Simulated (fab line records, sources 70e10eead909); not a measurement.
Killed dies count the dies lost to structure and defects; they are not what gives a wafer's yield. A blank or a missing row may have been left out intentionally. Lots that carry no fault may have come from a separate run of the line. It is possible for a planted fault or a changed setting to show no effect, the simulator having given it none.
fab line records ; flow nand-harc ; part 2 of 2: steps 21 to 32 of 32
[record] lots = 5; wafers = 15; last-day = 23
route steps=1159 shown P_M2@321 P_BONDPAD@351
lots untouched by any fault: they come from a run of this same line in which no faults occurred
start-h: start of the lot's first displayed wafer, in hours after the record's first day ; wait-h: time in hours since the lot's previous step ; " repeats the value in the row above ; L1.1+2: several wafers, shown together as one row ; - no value, or no start given ; * or withheld: withheld ; < > ~ a bound
route shown NAME@n: NAME is a module with steps in the file, n the number in the route of the first one ; usual: the fault-free wafers' mean and standard deviation ; same: alike in all rows ; chamber/n: place in a boat ; sites: readings site by site ; _std_site: the values' standard deviation ; _edge_site: inner sites' mean taken away from outer sites' mean ; radius-mm: how far each site lies from the wafer's centre ; mask NAME#n: copy n ; behind: the most recent tool/chamber to have shaped the wafer ; hold: the reason the lot was held/the length of the hold in hours/how it ended ; device: which transistor (n, p or np) failed to switch ; end of line: tests run on the same wafers once the route is complete ; a step with no rows: only its recipe ; killed: dies that structure and defects cost at the first sort, which is not the same as the wafer's yield ; map: the dies of a wafer, with x for killed, . for not killed, _ for no die there
set.NAME: the setting the step ran with; set.NAME@STEP: the setting that earlier step ran with ; model.NAME: the simulator's own value behind a step, which no gauge read
a table for each step, a row for each wafer; lots at some steps of the route
services: from which hour (start-h, from the record's first day; less than 0 if before it) a tool's chamber was out of use, for how many hours, and why
[[steps]]
[step NHARC_P_M2_PVD_21]
[recipe] target-thk-a = 300; chamber-pressure-pa = 5; power-w = 5000; substrate-temp-c = 30; time-s = 20.49; material = Cu
[usual] throttle-valve-pct = 30.2/0.87
[same] time-s = 20.49
lot.wafer;tool;chamber;start-h;wait-h;throttle-valve-pct
L074.3;pvd-sputter-01;-;-;-;31.2
L074.2;pvd-sputter-01;-;-;-;31.0
L074.4;pvd-sputter-01;-;-;-;29.5
L076.3;pvd-sputter-02;-;-;-;29.9
L076.1;pvd-sputter-02;-;-;-;28.3
L076.5;pvd-sputter-02;-;-;-;30.6
L080.1;pvd-sputter-01;-;-;-;30.7
L080.3;pvd-sputter-01;-;-;-;31.4
L080.4;pvd-sputter-01;-;-;-;30.7
L082.2;pvd-sputter-02;-;-;-;30.5
L082.4;pvd-sputter-02;-;-;-;30.1
L082.5;pvd-sputter-02;-;-;-;30.5
L094.4;pvd-sputter-02;-;-;-;30.5
L094.1;pvd-sputter-02;-;-;-;30.1
L094.5;pvd-sputter-02;-;-;-;30.6
[step NHARC_P_M2_ECD_22]
[recipe] target-thk-a = 4000; bath-temp-c = 25; material = Cu
[usual] bath-temp-c = 25.00/0.096
lot.wafer;tool;chamber;start-h;wait-h;bath-temp-c
L074.2;ecd-cu-02;0;120.93;-;24.99
L074.3;ecd-cu-02;0;120.93;-;25.06
L074.4;ecd-cu-02;1;120.93;-;24.91
L076.1;ecd-cu-01;0;144.80;-;24.98
L076.3;ecd-cu-01;0;144.80;-;24.86
L076.5;ecd-cu-01;1;144.80;-;25.07
L080.1;ecd-cu-01;1;174.56;-;24.99
L080.4;ecd-cu-01;0;174.56;-;24.87
L080.3;ecd-cu-01;1;174.56;-;25.09
L082.2;ecd-cu-02;1;175.54;-;24.81
L082.4;ecd-cu-02;1;175.54;-;24.94
L082.5;ecd-cu-02;0;175.54;-;25.02
L094.1;ecd-cu-02;0;248.94;-;25.01
L094.4;ecd-cu-02;0;248.94;-;25.00
L094.5;ecd-cu-02;1;248.94;-;25.07
[step NHARC_P_M2_ANNEAL_31]
[recipe] temp-c = 225; time-s = 90
[usual] anneal-temp-c-max = 226.3/0.4; wafer_temp_C_max = 226.6/0.38
[same] time-s = 90
lot.wafer;tool;chamber;start-h;wait-h;anneal-temp-c-max;wafer_temp_C_max
L074.2;rtp-anneal-02;0;121.35;-;226.7;227.0
L074.3;rtp-anneal-02;0;121.35;-;226.7;226.5
L074.4;rtp-anneal-02;0;121.35;-;226.5;226.4
L076.1;rtp-anneal-02;0;145.13;0.3;226.5;226.3
L076.3;rtp-anneal-02;0;145.13;0.3;226.7;226.4
L076.5;rtp-anneal-02;0;145.13;0.3;226.5;226.7
L080.1;rtp-anneal-01;0;174.89;0.3;225.9;226.5
L080.3;rtp-anneal-01;0;174.89;0.3;225.7;226.3
L080.4;rtp-anneal-01;0;174.89;0.3;225.8;226.9
L082.2;rtp-anneal-01;0;175.92;0.3;225.8;226.1
L082.4;rtp-anneal-01;0;175.92;0.3;225.7;226.1
L082.5;rtp-anneal-01;0;175.92;0.3;225.8;226.6
L094.1;rtp-anneal-02;0;249.26;-;226.5;226.4
L094.4;rtp-anneal-02;0;249.26;-;226.7;226.8
L094.5;rtp-anneal-02;0;249.26;-;226.2;226.3
[step NHARC_P_M2_CMP_23]
[recipe] t-overpolish-s = 20; target-thk-nm = 144.3
[usual] motor-current-A = 12.7/1.5; time-to-endpoint-s = 27.4/2
lot.wafer;tool;chamber;start-h;wait-h;motor-current-A;time-to-endpoint-s
L074.2;cmp-03;1;121.65;-;12.8;26.0
L074.3;cmp-03;2;121.65;-;13.0;25.7
L074.4;cmp-03;0;121.65;-;13.7;30.2
L076.3;cmp-03;1;145.50;-;12.4;29.3
L076.1;cmp-03;2;145.50;-;13.1;28.4
L076.5;cmp-03;1;145.50;-;12.4;27.7
L080.4;cmp-02;1;175.24;-;11.8;29.0
L080.1;cmp-02;3;175.24;-;10.7;30.2
L080.3;cmp-02;0;175.24;-;12.2;30.5
L082.2;cmp-03;2;176.21;-;13.4;24.6
L082.4;cmp-03;1;176.21;-;12.7;24.7
L082.5;cmp-03;2;176.21;-;12.0;25.9
L094.1;cmp-01;1;249.64;-;12.0;26.8
L094.4;cmp-01;2;249.64;-;12.7;28.2
L094.5;cmp-01;0;249.64;-;10.9;27.7
[step NHARC_P_M2_THK_MEAS_24]
[recipe] thk-meas-gauge = xrf
[usual] thk-nm = 144.0/1.6
lot.wafer;tool;chamber;start-h;wait-h;thk-nm
L074.2;film-metro-02;-;121.97;-;142.2
L074.3;film-metro-02;-;121.97;-;143.1
L074.4;film-metro-02;-;121.97;-;143.6
L076.1;film-metro-02;-;145.79;-;146.2
L076.3;film-metro-02;-;145.79;-;147.8
L076.5;film-metro-02;-;145.79;-;144.0
L080.1;film-metro-02;-;175.55;-;143.8
L080.3;film-metro-02;-;175.55;-;146.0
L080.4;film-metro-02;-;175.55;-;144.0
L082.2;film-metro-01;-;176.53;-;145.2
L082.4;film-metro-01;-;176.53;-;143.9
L082.5;film-metro-01;-;176.53;-;141.7
L094.1;film-metro-02;-;249.93;-;145.4
L094.4;film-metro-02;-;249.93;-;146.1
L094.5;film-metro-02;-;249.93;-;146.4
[step NHARC_P_M2_SRD_25]
lot.wafer;tool;chamber;start-h;wait-h
L074.4+2+3;wet-bench-10;6,7,2;122.01;0.0
L076.5+1+3;wet-bench-08;2,3,4;145.83;0.0
L080.1+4+3;wet-bench-10;3,4,6;175.59;0.0
L082.2+4+5;wet-bench-10;2,3,4;176.57;0.0
L094.1+5+4;wet-bench-08;3,5,0;249.97;0.0
[step NHARC_P_M2_INSPECT_27]
[usual] raw-defect-count = 346/140
lot.wafer;tool;chamber;start-h;wait-h;raw-defect-count
L074.2;defect-inspect-01;-;122.13;0.0;388
L074.3;defect-inspect-01;-;122.13;0.0;351
L074.4;defect-inspect-01;-;122.13;0.0;388
L076.1;defect-inspect-01;-;145.94;0.0;287
L076.3;defect-inspect-01;-;145.94;0.0;214
L076.5;defect-inspect-01;-;145.94;0.0;214
L080.1;defect-inspect-01;-;175.70;0.0;184
L080.3;defect-inspect-01;-;175.70;0.0;221
L080.4;defect-inspect-01;-;175.70;0.0;181
L082.2;defect-inspect-01;-;176.68;0.0;373
L082.4;defect-inspect-01;-;176.68;0.0;207
L082.5;defect-inspect-01;-;176.68;0.0;220
L094.1;defect-inspect-01;-;250.08;0.0;463
L094.4;defect-inspect-01;-;250.08;0.0;433
L094.5;defect-inspect-01;-;250.08;0.0;478
[step NHARC_P_M2_PRE_CLEAN_32]
[recipe] time-s = 12; temp-c = 370; rf-power-w = 300; gas = NH3
[usual] heater-power-w = 655/64
[same] time-s = 12
lot.wafer;tool;chamber;start-h;wait-h;heater-power-w
L074.3;pecvd-01;0;122.19;0.1;571
L074.2;pecvd-01;1;122.19;0.1;659
L074.4;pecvd-01;2;122.19;0.1;637
L076.1;pecvd-03;0;146.50;0.6;589
L076.3;pecvd-03;1;146.50;0.6;621
L076.5;pecvd-03;0;146.50;0.6;600
L080.1;pecvd-03;2;175.78;0.1;840
L080.3;pecvd-03;0;175.78;0.1;548
L080.4;pecvd-03;2;175.78;0.1;834
L082.2;pecvd-01;1;176.76;0.1;645
L082.4;pecvd-01;1;176.76;0.1;647
L082.5;pecvd-01;2;176.76;0.1;645
L094.1;pecvd-03;1;250.15;0.1;680
L094.4;pecvd-03;1;250.15;0.1;689
L094.5;pecvd-03;0;250.15;0.1;587
[step NHARC_P_M2_DEP_33]
[recipe] target-thk-a = 300; temp-c = 370; target-thk-nm = 30; pressure-torr = 3; flow-sccm = 200; rf-w = 450; material = SiCN
[usual] heater-power-w = 610/72
lot.wafer;tool;chamber;start-h;wait-h;heater-power-w
L074.3;pecvd-01;0;122.27;0.1;553
L074.2;pecvd-01;1;122.27;0.1;578
L074.4;pecvd-01;2;122.27;0.1;640
L076.1;pecvd-03;0;146.61;0.1;457
L076.3;pecvd-03;1;146.61;0.1;580
L076.5;pecvd-03;0;146.61;0.1;455
L080.1;pecvd-03;2;175.89;0.1;767
L080.3;pecvd-03;0;175.89;0.1;489
L080.4;pecvd-03;2;175.89;0.1;779
L082.2;pecvd-01;1;176.87;0.1;575
L082.4;pecvd-01;1;176.87;0.1;564
L082.5;pecvd-01;2;176.87;0.1;669
L094.1;pecvd-03;1;250.23;0.1;642
L094.4;pecvd-03;1;250.23;0.1;640
L094.5;pecvd-03;0;250.23;0.1;448
[step NHARC_P_BONDPAD_DEP_00]
[recipe] target-thk-a = 2500; temp-c = 370; target-thk-nm = 250; pressure-torr = 3; flow-sccm = 200; rf-w = 450; material = SiCN
[usual] heater-power-w = 616/72
lot.wafer;tool;chamber;start-h;wait-h;heater-power-w
L074.2;pecvd-01;1;-;-;638
L074.3;pecvd-01;0;-;-;621
L074.4;pecvd-01;2;-;-;627
L076.1;pecvd-01;0;146.98;-;642
L076.3;pecvd-01;1;146.98;-;544
L076.5;pecvd-01;0;146.98;-;508
L080.1;pecvd-01;0;176.24;-;638
L080.3;pecvd-01;1;176.24;-;554
L080.4;pecvd-01;0;176.24;-;525
L082.2;pecvd-01;2;-;-;665
L082.4;pecvd-01;1;-;-;632
L082.5;pecvd-01;2;-;-;673
L094.1;pecvd-01;2;250.64;-;653
L094.4;pecvd-01;2;250.64;-;644
L094.5;pecvd-01;1;250.64;-;685
[step NHARC_P_BONDPAD_CMP_32]
[recipe] target-thk-nm = 200; material = SiCN
[usual] motor-current-A = 12.1/1.1
lot.wafer;tool;chamber;start-h;wait-h;motor-current-A
L074.3;cmp-03;1;123.08;-;12.3
L074.4;cmp-03;2;123.08;-;13.1
L074.2;cmp-03;3;123.08;-;13.1
L076.3;cmp-03;1;147.41;-;12.8
L076.1;cmp-03;2;147.41;-;13.1
L076.5;cmp-03;2;147.41;-;12.6
L080.4;cmp-03;3;176.67;-;12.0
L080.1;cmp-03;0;176.67;-;14.0
L080.3;cmp-03;1;176.67;-;12.6
L082.4;cmp-04;2;177.68;-;10.6
L082.2;cmp-04;3;177.68;-;12.1
L082.5;cmp-04;0;177.68;-;9.2
L094.4;cmp-02;0;251.08;-;12.1
L094.1;cmp-02;2;251.08;-;12.5
L094.5;cmp-02;3;251.08;-;10.7
[step NHARC_P_BONDPAD_THK_MEAS_33]
[recipe] thk-meas-gauge = ellipsometry
[usual] thk-nm = 199.7/1.3
lot.wafer;tool;chamber;start-h;wait-h;thk-nm
L074.2;film-metro-02;-;123.33;0.2;199.4
L074.3;film-metro-02;-;123.33;0.2;197.0
L074.4;film-metro-02;-;123.33;0.2;198.2
L076.1;film-metro-01;-;147.66;0.2;200.9
L076.3;film-metro-01;-;147.66;0.2;199.6
L076.5;film-metro-01;-;147.66;0.2;199.8
L080.1;film-metro-01;-;176.90;0.2;199.8
L080.3;film-metro-01;-;176.90;0.2;199.5
L080.4;film-metro-01;-;176.90;0.2;198.9
L082.2;film-metro-01;-;177.88;0.2;200.4
L082.4;film-metro-01;-;177.88;0.2;199.6
L082.5;film-metro-01;-;177.88;0.2;202.7
L094.1;film-metro-01;-;251.30;0.1;199.2
L094.4;film-metro-01;-;251.30;0.1;199.4
L094.5;film-metro-01;-;251.30;0.1;198.0
[[services]]
tool;chamber;start-h;hours;kind
rie-diel-13;-;99.07;9.0;pm
rie-diel-02;0;99.43;3.9;repair
pecvd-03;-;111.00;13.0;pm
litho-track-06;-;117.00;7.0;pm
ecd-cu-02;-;121.71;1.8;repair
rie-diel-13;3;135.60;88.1;repair
litho-track-04;-;141.00;7.0;pm
rie-diel-02;-;150.70;9.0;pm
arfi-scanner-02;-;151.57;4.4;repair
cmp-03;-;156.07;4.0;pm
pvd-sputter-01;-;158.00;10.0;pm
ecd-cu-02;-;180.00;8.0;pm
rie-diel-02;-;180.35;0.4;repair
rie-diel-13;2;181.36;1.6;repair
rie-diel-13;2;191.41;6.1;repair
rie-diel-13;-;193.39;0.4;repair
pvd-sputter-02;-;214.00;10.0;pm
rie-diel-13;1;219.31;4.5;repair
arfi-scanner-02;-;230.21;3.9;repair
wet-bench-08;-;230.42;8.0;pm
pecvd-01;-;237.38;13.0;pm
cmp-03;-;240.38;0.5;repair
wet-bench-10;-;243.22;2.7;repair
wet-bench-10;-;249.85;8.0;pm
